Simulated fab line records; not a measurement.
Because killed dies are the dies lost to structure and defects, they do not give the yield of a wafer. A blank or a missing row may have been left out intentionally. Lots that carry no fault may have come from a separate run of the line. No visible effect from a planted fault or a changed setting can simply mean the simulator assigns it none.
One fault seen from 3 desks :: flow n5 finfet :: each desk has only its own numbers; what lay behind them comes last

METROLOGY DESK
What the gauges read, lot by lot, whatever tool the lot ran on: means of the sampled wafers that have a number. The brackets show how far a lot's mean lies from the usual mean; more than 4 standard deviations puts the lot out of limits, marked OUT. Only the readings that lie furthest out on some lot appear, 7 of the 12 it has.
Columns: A = DIBL_N at N5_BEOL_M4_RC_MEAS_101, usual 36.4 mV/V; B = DIBL_P at N5_BEOL_M4_RC_MEAS_101, usual 36.6 mV/V; C = IOFF_N at N5_BEOL_M4_RC_MEAS_101, usual 0.155 nA/um; D = IOFF_P at N5_BEOL_M4_RC_MEAS_101, usual 0.211 nA/um; E = SS_P at N5_BEOL_M4_RC_MEAS_101, usual 73.4 mV/dec; F = VT_N at N5_BEOL_M4_RC_MEAS_101, usual 250.1 mV; G = VT_P at N5_BEOL_M4_RC_MEAS_101, usual -250.1 mV
lot: L879
first seen here: day 5 09:59
A: 36.0
B: 36.1
C: 0.152
D: 0.202
E: 73.3
F: 251.2
G: -250.7

lot: L881
first seen here: day 5 23:10
A: 37.3
B: 38.4
C: 0.164
D: 0.209
E: 73.1
F: 252.3
G: -249.9

lot: L888
first seen here: day 7 18:59
A: 33.2
B: 35.0
C: 0.125
D: 0.201
E: 72.4
F: 253.9
G: -250.3

lot: L893
first seen here: day 9 01:04
A: 37.4
B: 37.4
C: 0.164
D: 0.231
E: 73.7
F: 247.3
G: -249.5

lot: L895
first seen here: day 9 08:10
A: 39.4
B: 39.6
C: 0.201
D: 0.257
E: 73.9
F: 246.9
G: -248.9

lot: L901
first seen here: day 10 22:01
A: 36.1
B: 36.2
C: 0.142
D: 0.160
E: 73.2
F: 250.5
G: -256.7
Result from this desk: across the 6 lots, nothing is out of limits.

THE DEFECT DESK
Inspection counts along the route, by lot: the mean over sampled wafers that carry a number. The brackets show how far a lot's mean lies from the usual mean; more than 4 standard deviations puts the lot out of limits, marked OUT.
Columns: A = raw defect count at N5_MOL_CONTACT_COAG_INSPECT_42, usual 195
lot: L879
first seen here: day 5 10:05
A: 194

lot: L881
first seen here: day 5 23:15
A: 220

lot: L888
first seen here: day 7 19:04
A: 154

lot: L893
first seen here: day 9 01:09
A: 237

lot: L895
first seen here: day 9 08:15
A: 233

lot: L901
first seen here: day 10 22:07
A: 162
Result from this desk: across the 6 lots, nothing is out of limits.

DESK OF THE TOOL OWNER: rie diel-06
The tool's own readings at N5_MOL_CONTACT_COAG_ETCH_67 (etches SOC in N2/H2, target depth 60 nm, overetch 21 nm, time 101.2 s): means of the sampled wafers that have a number, for each lot that ran on this tool. The brackets show how far a lot's mean lies from the usual mean; more than 4 standard deviations puts the lot out of limits, marked OUT.
Columns: A = drypump motor current A at N5_MOL_CONTACT_COAG_ETCH_67, usual 5.7 A; B = oes product au at N5_MOL_CONTACT_COAG_ETCH_67, usual 0.66 a.u.; C = rf fwd power W at N5_MOL_CONTACT_COAG_ETCH_67, usual 834 W; D = rf vpp V at N5_MOL_CONTACT_COAG_ETCH_67, usual 524.3 V; E = showerhead plenum p Torr at N5_MOL_CONTACT_COAG_ETCH_67, usual 2.56 Torr; F = temp c at N5_MOL_CONTACT_COAG_ETCH_67, usual 39.99 C; G = throttle valve pct at N5_MOL_CONTACT_COAG_ETCH_67, usual 17.83 %
lot: L879
first seen here: day 5 10:28
A: 5.4
B: 0.61
C: 832
D: 524.4
E: 2.56
F: 40.02
G: 17.93

lot: L881
first seen here: day 6 00:07
A: 5.8
B: 0.61
C: 839
D: 523.8
E: 2.56
F: 39.96
G: 17.83

lot: L888
first seen here: day 7 19:40
A: 6.4
B: 0.63
C: 1032 (+62) OUT
D: 490.4 (-15) OUT
E: 2.65
F: 40.00
G: 17.85

lot: L893
first seen here: day 9 01:47
A: 5.4
B: 0.66
C: 1035 (+63) OUT
D: 488.8 (-16) OUT
E: 2.55
F: 40.02
G: 17.82
Finding of this desk: L888, L893 out of limits; the first was L888 at day 7 19:40, on rf fwd power W at N5_MOL_CONTACT_COAG_ETCH_67. L879, L881: within limits.

BROUGHT TOGETHER
At day 7 19:40, on L888, L893, the tool owner's desk was in a position to raise an alarm.
The metrology desk saw nothing out of limits.
Nothing the defect desk looked at was out of limits.
The metrology desk holds a record of L888, L893, inside its limits.
The defect desk has L888, L893 on record, within its limits.
Of the lots named, all ran N5_MOL_CONTACT_COAG_ETCH_67 on rie diel-06.

WHAT THE SIMULATOR HAD INSERTED
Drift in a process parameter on rie diel-06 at N5_MOL_CONTACT_COAG_ETCH_67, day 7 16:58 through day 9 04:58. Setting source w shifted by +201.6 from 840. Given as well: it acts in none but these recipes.
Shown lots that were struck: L888, L893.
How many hours passed from the start of the fault until each desk's first out-of-limits reading: the tool owner's desk, 3.
